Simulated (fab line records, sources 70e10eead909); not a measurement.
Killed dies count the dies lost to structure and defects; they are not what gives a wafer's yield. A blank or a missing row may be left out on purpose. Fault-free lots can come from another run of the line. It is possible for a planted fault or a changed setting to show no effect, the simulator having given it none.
Matching of chambers || flow nandHarc || 4 sister chambers for NHARC_A_BONDPAD_ETCH_24 on rieDiel-07
The step etches the open film in CF4/N2, target depth 30 nm, time 72.99 s. 14 wafers are shown with their chamber, then 7 later ones without.

## WAFERS PAIRED WITH THEIR CHAMBERS
{"wafer": "L624.2", "chamber": 3, "drypumpMotorCurrentA (A)": 6.5, "rfVppV (V)": 310.5, "oesProductAu (a.u.)": 1.002}
{"wafer": "L624.3", "chamber": 2, "drypumpMotorCurrentA (A)": 5.8, "rfVppV (V)": 316.4, "oesProductAu (a.u.)": 0.991}
{"wafer": "L624.6", "chamber": 2, "drypumpMotorCurrentA (A)": 5.7, "rfVppV (V)": 314.9, "oesProductAu (a.u.)": 0.998}
{"wafer": "L625.2", "chamber": 1, "drypumpMotorCurrentA (A)": 5.7, "rfVppV (V)": 313.8, "oesProductAu (a.u.)": 0.985}
{"wafer": "L625.4", "chamber": 0, "drypumpMotorCurrentA (A)": 5.9, "rfVppV (V)": 315.2, "oesProductAu (a.u.)": 0.985}
{"wafer": "L625.5", "chamber": 2, "drypumpMotorCurrentA (A)": 5.7, "rfVppV (V)": 314.4, "oesProductAu (a.u.)": 0.999}
{"wafer": "L629.2", "chamber": 1, "drypumpMotorCurrentA (A)": 5.7, "rfVppV (V)": 314.9, "oesProductAu (a.u.)": 0.997}
{"wafer": "L629.3", "chamber": 2, "drypumpMotorCurrentA (A)": 5.8, "rfVppV (V)": 316.6, "oesProductAu (a.u.)": 1.000}
{"wafer": "L629.5", "chamber": 2, "drypumpMotorCurrentA (A)": 5.8, "rfVppV (V)": 314.6, "oesProductAu (a.u.)": 1.007}
{"wafer": "L630.3", "chamber": 1, "drypumpMotorCurrentA (A)": 5.7, "rfVppV (V)": 313.8, "oesProductAu (a.u.)": 0.988}
{"wafer": "L630.5", "chamber": 1, "drypumpMotorCurrentA (A)": 5.7, "rfVppV (V)": 314.3, "oesProductAu (a.u.)": 0.992}
{"wafer": "L630.6", "chamber": 2, "drypumpMotorCurrentA (A)": 5.8, "rfVppV (V)": 317.1, "oesProductAu (a.u.)": 1.000}
{"wafer": "L633.2", "chamber": 3, "drypumpMotorCurrentA (A)": 6.5, "rfVppV (V)": 312.0, "oesProductAu (a.u.)": 0.999}
{"wafer": "L633.5", "chamber": 0, "drypumpMotorCurrentA (A)": 5.9, "rfVppV (V)": 315.6, "oesProductAu (a.u.)": 0.991}

SIGNATURES (averages over the wafers above)
{"reading": "drypumpMotorCurrentA", "chamber 0": 5.900, "chamber 1": 5.700, "chamber 2": 5.767, "chamber 3": 6.500, "scatter within a chamber": 0.0365}
{"reading": "rfVppV", "chamber 0": 315.400, "chamber 1": 314.200, "chamber 2": 315.667, "chamber 3": 311.250, "scatter within a chamber": 0.939}
{"reading": "oesProductAu", "chamber 0": 0.98800, "chamber 1": 0.99050, "chamber 2": 0.99917, "chamber 3": 1.00050, "scatter within a chamber": 0.00484}
Rule: for a wafer and a chamber, the distance is found by dividing, reading by reading, the gap between the wafer's reading and the chamber's mean by the reading's scatter, squaring, summing and taking the root. The wafer belongs to the nearest chamber; if the next one is less than 2 further off, it can't be placed. How the scatter is found: for the shown wafers, subtract from each reading the mean of its chamber, square and add these, divide the total by (wafers less chambers), then take the root.

## WAFERS MISSING THEIR CHAMBER
{"wafer": "L633.6", "drypumpMotorCurrentA (A)": 5.7, "rfVppV (V)": 313.8, "oesProductAu (a.u.)": 1.000}
{"wafer": "L643.2", "drypumpMotorCurrentA (A)": 6.5, "rfVppV (V)": 313.8, "oesProductAu (a.u.)": 0.995}
{"wafer": "L643.3", "drypumpMotorCurrentA (A)": 6.0, "rfVppV (V)": 317.0, "oesProductAu (a.u.)": 0.995}
{"wafer": "L643.4", "drypumpMotorCurrentA (A)": 5.8, "rfVppV (V)": 315.6, "oesProductAu (a.u.)": 0.991}
{"wafer": "L644.2", "drypumpMotorCurrentA (A)": 5.7, "rfVppV (V)": 312.5, "oesProductAu (a.u.)": 0.997}
{"wafer": "L644.4", "drypumpMotorCurrentA (A)": 5.8, "rfVppV (V)": 314.6, "oesProductAu (a.u.)": 1.000}
{"wafer": "L644.5", "drypumpMotorCurrentA (A)": 5.7, "rfVppV (V)": 313.5, "oesProductAu (a.u.)": 0.995}

## WHICH CHAMBER EACH ONE RAN IN
{"wafer": "L633.6", "from the rows above": "can't be placed: 1 or 2", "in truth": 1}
{"wafer": "L643.2", "from the rows above": 3, "in truth": 3}
{"wafer": "L643.3", "from the rows above": 0, "in truth": 0}
{"wafer": "L643.4", "from the rows above": "can't be placed: 2 or 0 or 1", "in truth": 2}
{"wafer": "L644.2", "from the rows above": "can't be placed: 1 or 2", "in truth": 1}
{"wafer": "L644.4", "from the rows above": "can't be placed: 2 or 1", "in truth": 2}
{"wafer": "L644.5", "from the rows above": "can't be placed: 1 or 2", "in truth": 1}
Correct placement for 2 of the 7. Not placeable from these rows: 5 (in 5, the candidates include the true chamber). Number placed wrongly: 0.
